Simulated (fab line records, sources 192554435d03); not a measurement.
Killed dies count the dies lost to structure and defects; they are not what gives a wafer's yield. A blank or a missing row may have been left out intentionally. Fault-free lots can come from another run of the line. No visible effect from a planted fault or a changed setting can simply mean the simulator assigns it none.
Chamber matching    flow n5_finfet    rie_diel-01 running N5_BEOL_M1_STRIP_19: 4 sister chambers
The step strips in O2. 7 wafers are shown with their chamber, then 8 later ones without.

## WAFERS, EACH WITH ITS CHAMBER
wafer   chamber  showerhead_plenum_p_Torr (Torr)  throttle_valve_pct (%)
L080.5  2        2.22                             16.73
L082.6  3        2.06                             16.67
L087.4  1        2.11                             16.74
L092.2  0        2.03                             17.04
L092.3  3        2.05                             16.72
L092.4  1        2.11                             16.76
L093.3  0        2.03                             17.04

## WAFERS WITHOUT THEIR CHAMBER
wafer   showerhead_plenum_p_Torr (Torr)  throttle_valve_pct (%)
L093.5  2.03                             17.06
L093.6  2.11                             16.77
L095.1  2.05                             16.73
L095.4  2.10                             16.75
L095.6  2.05                             16.74
L096.1  2.03                             17.05
L096.3  2.21                             16.78
L096.6  2.21                             16.77

## CHAMBER TAKEN BY EACH
wafer   from the rows above  in truth
L093.5  0                    0
L093.6  1                    1
L095.1  3                    3
L095.4  1                    1
L095.6  3                    3
L096.1  0                    0
L096.3  2                    2
L096.6  2                    2
Correct placement for 8 of the 8. Number that these rows cannot place: 0. Placed wrongly: 0.
How it was worked out, from the rows above alone: a wafer's distance from a chamber is the root of the sum, over the readings, of the square of ((its reading less the chamber's mean) divided by the reading's scatter). If the next closest chamber is less than 2 further off than the closest, the wafer can't be placed; otherwise it belongs to the closest. A chamber's mean is the mean of its shown wafers. The scatter: take each reading less its chamber's mean, square it, sum over the shown wafers, divide by the number of wafers less the number of chambers, and take the root.
